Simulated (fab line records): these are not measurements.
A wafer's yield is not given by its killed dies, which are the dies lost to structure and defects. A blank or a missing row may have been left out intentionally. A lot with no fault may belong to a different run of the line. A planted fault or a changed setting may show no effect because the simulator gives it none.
Which tool did it?	flow nand harc	72 wafers from 24 lots sampled at 6 of the route's 1302 steps

## WHAT THE GAUGES SHOWED, per wafer
NHARC_A_ONON_D2_THK_MEAS_05: measures by ellipsometry. Usual: 1001 nm for thk nm, sd 9.8.
lot	measured	on	thk nm (nm)	flag
L074	day 12 17:19	film metro-02	1000 1001 1000	
L075	day 12 17:19	film metro-01	997 996 996	
L076	day 13 11:43	film metro-01	1010 1011 1011	
L077	day 13 11:38	film metro-01	1016 1017 1018	
L079	day 14 11:48	film metro-02	990 991 992	
L078	day 14 06:02	film metro-01	1015 1014 1014	
L080	day 14 18:38	film metro-01	989 988 985	
L081	day 15 04:45	film metro-01	1005 1004 1004	
L082	day 15 21:53	film metro-02	993 992 995	
L083	day 15 21:53	film metro-01	999 997 999	
L084	day 16 22:16	film metro-01	1004 1007 1005	
L086	day 17 02:12	film metro-01	996 998 996	
L085	day 17 02:11	film metro-01	1002 1004 1002	
L087	day 17 20:07	film metro-01	1020 1020 1020	
L089	day 18 07:01	film metro-01	1000 1001 1000	
L088	day 18 16:04	film metro-02	1005 1003 1002	
L090	day 19 10:00	film metro-02	994 995 995	
L091	day 19 10:00	film metro-01	978 979 979	
L092	day 20 05:50	film metro-01	998 1000 998	
L093	day 20 21:05	film metro-01	999 997 998	
L095	day 20 21:00	film metro-01	990 990 991	
L094	day 20 21:00	film metro-02	1018 1017 1019	
L096	day 21 02:32	film metro-02	1004 1004 1004	
L097	day 22 12:26	film metro-02	999 999 999	

NHARC_A_ONON_D2_THK_MEAS_14: measures by ellipsometry. Usual: 1000 nm for thk nm, sd 13.
lot	measured	on	thk nm (nm)	flag
L074	day 12 19:01	film metro-02	999 998 998	
L075	day 12 19:01	film metro-01	986 988 987	
L076	day 13 13:25	film metro-01	987 988 986	
L077	day 13 13:19	film metro-01	1031 1027 1028	
L079	day 14 13:30	film metro-02	982 980 981	
L078	day 14 07:44	film metro-02	980 979 979	
L080	day 14 20:20	film metro-01	1002 1004 999	
L081	day 15 06:27	film metro-01	993 991 990	
L082	day 15 23:35	film metro-01	1019 1018 1018	
L083	day 15 23:35	film metro-02	995 997 997	
L084	day 16 23:58	film metro-01	998 997 998	
L086	day 17 03:55	film metro-01	1004 1004 1007	
L085	day 17 03:52	film metro-01	1004 1002 1006	
L087	day 17 21:49	film metro-01	1005 1005 1003	
L089	day 18 08:46	film metro-01	1007 1006 1004	
L088	day 18 17:46	film metro-02	987 987 989	
L090	day 19 11:42	film metro-02	999 998 1000	
L091	day 19 11:42	film metro-01	1002 1003 1004	
L092	day 20 07:33	film metro-01	1000 1000 1001	
L093	day 20 22:46	film metro-01	1018 1019 1019	
L095	day 20 22:43	film metro-01	984 983 983	
L094	day 20 22:42	film metro-02	990 989 991	
L096	day 21 04:13	film metro-02	1007 1010 1007	
L097	day 22 14:10	film metro-01	1016 1018 1017	

NHARC_A_ONON_D2_THK_MEAS_27: measures by ellipsometry. Usual: 1000 nm for thk nm, sd 8.9.
lot	measured	on	thk nm (nm)	flag
L074	day 13 05:23	film metro-01	1006 1006 1007	
L075	day 13 05:23	film metro-02	1004 1004 1006	
L076	day 13 22:26	film metro-02	988 991 990	
L077	day 13 22:26	film metro-01	995 996 997	
L079	day 14 22:35	film metro-02	1011 1012 1012	
L078	day 14 17:07	film metro-02	1017 1015 1016	
L080	day 15 07:01	film metro-02	993 992 993	
L081	day 15 15:30	film metro-01	998 997 998	
L082	day 16 09:23	film metro-02	995 994 996	
L083	day 16 09:44	film metro-02	997 997 997	
L084	day 17 09:56	film metro-01	978 980 981	
L086	day 17 14:47	film metro-02	1002 1001 1002	
L085	day 17 14:46	film metro-01	1012 1011 1012	
L087	day 18 07:15	film metro-01	1010 1010 1010	
L089	day 18 18:30	film metro-01	1004 1003 1001	
L088	day 19 03:28	film metro-01	980 983 981	
L090	day 19 22:34	film metro-01	1002 1001 1001	
L091	day 19 22:55	film metro-02	1001 1002 1000	
L092	day 20 16:44	film metro-01	1000 1000 1000	
L093	day 21 08:05	film metro-01	997 1000 995	
L095	day 21 08:04	film metro-02	1004 1004 1005	
L094	day 21 08:04	film metro-02	1009 1010 1010	
L096	day 21 13:37	film metro-01	997 993 997	
L097	day 23 00:05	film metro-02	1009 1007 1006	

NHARC_A_CHANNEL_HOLE_D2_INSPECT_12. Usual: 30 for raw defect count, sd 23.
lot	measured	on	raw defect count	flag
L074	day 13 10:37	defect inspect-02	8 7 9	
L075	day 13 11:47	defect inspect-01	46 64 56	
L076	day 14 02:21	defect inspect-02	58 60 48	
L077	day 14 04:14	defect inspect-02	55 53 57	
L079	day 15 02:36	defect inspect-02	44 52 51	
L078	day 14 21:31	defect inspect-02	9 15 8	
L080	day 15 12:31	defect inspect-01	7 6 2	
L081	day 15 19:32	defect inspect-01	5 5 7	
L082	day 16 13:24	defect inspect-01	6 12 4	
L083	day 16 15:18	defect inspect-02	58 61 50	
L084	day 17 13:52	defect inspect-01	71 45 54	
L086	day 17 19:50	defect inspect-02	10 7 17	
L085	day 17 21:28	defect inspect-01	58 59 57	
L087	day 18 11:37	defect inspect-01	54 54 46	
L089	day 19 03:31	defect inspect-01	7 11 14	
L088	day 19 09:41	defect inspect-02	54 50 51	
L090	day 20 05:51	defect inspect-01	58 69 61	
L091	day 20 06:23	defect inspect-01	17 16 19	
L092	day 20 20:40	defect inspect-02	14 19 25	
L093	day 21 18:25	defect inspect-01	16 15 15	
L095	day 21 17:32	defect inspect-02	21 25 16	
L094	day 21 16:25	defect inspect-01	7 7 4	
L096	day 21 22:02	defect inspect-01	13 28 22	
L097	day 23 04:01	defect inspect-02	5 7 5	

## TOOL THAT RAN EACH LOT (tool first, then ch and the chambers of the sampled wafers, then the start)
lot	NHARC_A_CHANNEL_HOLE_D1_ETCH_21	NHARC_A_DECK1_JOINT_ETCHBACK_00
L074	har etch-01 ch 0,1, day 8 15:32	rie si-05 ch 0,3, day 11 10:35
L075	har etch-02 ch 0,1, day 8 21:28	rie si-02 ch 0,2,3, day 11 14:35
L076	har etch-02 ch 0,1, day 9 13:33	rie si-04 ch 0,1,3, day 12 10:56
L077	har etch-02 ch 0,1, day 9 17:40	rie si-05 ch 0,1, day 12 10:56
L079	har etch-02 ch 0, day 10 15:12	rie si-04 ch 0,2,3, day 13 14:10
L078	har etch-01 ch 0,1, day 10 15:50	rie si-02 ch 0,3, day 13 07:49
L080	har etch-01 ch 0,1, day 11 01:34	rie si-02 ch 0,2, day 13 19:23
L081	har etch-01 ch 0,1, day 11 07:23	rie si-05 ch 0,3, day 14 02:09
L082	har etch-01 ch 0,1, day 12 03:05	rie si-02 ch 0,1,2, day 14 20:53
L083	har etch-02 ch 0,1, day 12 04:51	rie si-05 ch 0,3, day 14 20:53
L084	har etch-02 ch 0,1, day 12 20:58	rie si-02 ch 0,2, day 15 17:20
L086	har etch-01 ch 0,1, day 13 09:34	rie si-04 ch 1,2,3, day 16 02:09
L085	har etch-02 ch 1, day 13 10:17	rie si-02 ch 0,1,3, day 16 02:10
L087	har etch-02 ch 0,1, day 14 00:16	rie si-05 ch 2,3, day 16 16:16
L089	har etch-01 ch 0,1, day 14 13:33	rie si-05 ch 2,3, day 17 06:28
L088	har etch-02 ch 1, day 14 14:37	rie si-04 ch 0,1,3, day 17 13:22
L090	har etch-02 ch 1, day 15 12:24	rie si-04 ch 0,2, day 18 03:51
L091	har etch-01 ch 0,1, day 15 12:56	rie si-02 ch 0,1,3, day 18 03:52
L092	har etch-01 ch 0,1, day 16 10:08	rie si-04 ch 0,2,3, day 19 07:07
L093	har etch-01 ch 0,1, day 17 02:31	rie si-04 ch 1,2,3, day 19 23:26
L095	har etch-01 ch 0,1, day 17 06:37	rie si-05 ch 0,2, day 19 23:23
L094	har etch-02 ch 1, day 17 10:30	rie si-05 ch 0,2,3, day 19 23:33
L096	har etch-01 ch 0,1, day 17 12:31	rie si-04 ch 1,2,3, day 20 04:37
L097	har etch-02 ch 0,1, day 18 11:25	rie si-02 ch 0,1,2, day 21 08:02
- NHARC_A_CHANNEL_HOLE_D1_ETCH_21: etches the open film in C4F8/O2/Ar, time 514.3 s, target depth 1600 nm.
- NHARC_A_DECK1_JOINT_ETCHBACK_00: etches the open film in HBr, target depth 30 nm, time 17.4 s.

## AS READ BY THE TOOLS THEMSELVES (means over the sampled wafers that have a number; for cases with no such wafer, the mark the record gives instead)
NHARC_A_CHANNEL_HOLE_D1_ETCH_21. Usual: chamber pressure mTorr 19.999 mTorr, standard deviation 0.018; drypump motor current A 5.8 A, standard deviation 0.68; he backside leak sccm 6.8 sccm, standard deviation 0.9; showerhead plenum p Torr 3.70 Torr, standard deviation 0.14; throttle valve pct 32.155 %, standard deviation 0.0087.
lot	tool	chamber pressure mTorr (mTorr)	drypump motor current A (A)	he backside leak sccm (sccm)	showerhead plenum p Torr (Torr)	throttle valve pct (%)	flag
L074	har etch-01	19.992	5.0	8.2	3.78	32.150	
L075	har etch-02	19.993	6.3	6.6	3.67	32.156	
L076	har etch-02	19.996	6.3	6.7	3.67	32.158	
L077	har etch-02	20.002	6.5	7.1	3.57	32.158	
L079	har etch-02	19.992	6.7	7.8	3.46	32.161	
L078	har etch-01	20.002	5.1	6.2	3.77	32.154	
L080	har etch-01	19.980	5.1	6.5	3.76	32.162	
L081	har etch-01	19.993	5.1	6.3	3.76	32.156	
L082	har etch-01	20.022	5.1	6.6	3.75	32.157	
L083	har etch-02	20.011	6.3	6.9	3.65	32.159	
L084	har etch-02	20.009	6.5	7.3	3.55	32.160	
L086	har etch-01	20.008	5.2	6.4	3.80	32.152	
L085	har etch-02	19.997	6.1	6.7	3.74	32.157	
L087	har etch-02	20.000	6.5	7.3	3.54	32.154	
L089	har etch-01	19.991	5.2	6.5	3.79	32.158	
L088	har etch-02	20.001	6.1	6.5	3.72	32.157	
L090	har etch-02	19.993	6.1	6.7	3.72	32.164	
L091	har etch-01	20.002	5.2	6.8	3.78	32.154	
L092	har etch-01	20.007	5.2	6.8	3.78	32.156	
L093	har etch-01	20.000	5.2	7.1	3.77	32.147	
L095	har etch-01	19.989	5.2	7.1	3.76	32.152	
L094	har etch-02	19.995	6.1	5.5	3.71	32.145	
L096	har etch-01	19.998	5.1	7.0	3.71	32.159	
L097	har etch-02	20.006	6.5	5.2	3.85	32.154	

NHARC_A_DECK1_JOINT_ETCHBACK_00. Usual: chamber pressure mTorr 15.002 mTorr, standard deviation 0.014; drypump motor current A 5.8 A, standard deviation 0.46; he backside leak sccm 2.7 sccm, standard deviation 0.31; oes product au 0.999 a.u., standard deviation 0.0077; throttle valve pct 23.267 %, standard deviation 0.009.
lot	tool	chamber pressure mTorr (mTorr)	drypump motor current A (A)	he backside leak sccm (sccm)	oes product au (a.u.)	throttle valve pct (%)	flag
L074	rie si-05	15.014	5.6	2.5	0.997	23.278	
L075	rie si-02	15.004	6.1	2.8	1.000	23.275	
L076	rie si-04	15.010	5.6	2.7	0.997	23.283	
L077	rie si-05	15.002	6.3	2.9	0.999	23.266	
L079	rie si-04	14.994	5.3	2.9	0.993	23.267	
L078	rie si-02	14.990	6.2	2.9	1.005	23.272	
L080	rie si-02	15.010	6.0	2.8	1.000	23.266	
L081	rie si-05	14.996	5.6	2.5	0.997	23.266	
L082	rie si-02	14.999	5.8	2.8	0.998	23.269	
L083	rie si-05	15.015	5.6	2.4	0.996	23.274	
L084	rie si-02	15.016	6.0	2.9	0.991	23.263	
L086	rie si-04	14.996	5.4	2.5	0.994	23.264	
L085	rie si-02	15.006	6.0	2.8	0.998	23.263	
L087	rie si-05	15.019	5.6	2.7	1.006	23.268	
L089	rie si-05	14.991	5.9	2.7	0.994	23.257	
L088	rie si-04	14.998	5.6	2.8	0.993	23.264	
L090	rie si-04	14.995	5.1	2.7	0.991	23.264	
L091	rie si-02	15.005	6.0	2.6	1.009	23.257	
L092	rie si-04	15.004	5.3	2.8	0.987	23.264	
L093	rie si-04	14.999	5.4	2.5	0.995	23.263	
L095	rie si-05	14.997	6.2	2.8	1.008	23.268	
L094	rie si-05	15.002	5.9	2.6	1.002	23.268	
L096	rie si-04	15.011	5.4	2.6	0.999	23.264	
L097	rie si-02	15.005	5.8	2.7	1.002	23.267	

## THE ANSWER, worked out from the rows above alone
Rule: take the mean of a lot's wafers that have a number; if it is more than 3 standard deviations from the usual mean, the lot is off. A lot without any number at a reading at which 4 lots or more have one is off too. The other lots that the step has rows for count as sound. After the gauges, taken in route order, come the tools' own readings; for these a lot's mean is taken, as printed above. The first step at which some lot is off is used, and at that step the reading that is off furthest; a lot without a number counts as furthest.
Across all readings shown, no lot is off: no conclusion can be drawn from this.

## WHAT THE SIMULATOR PUT IN
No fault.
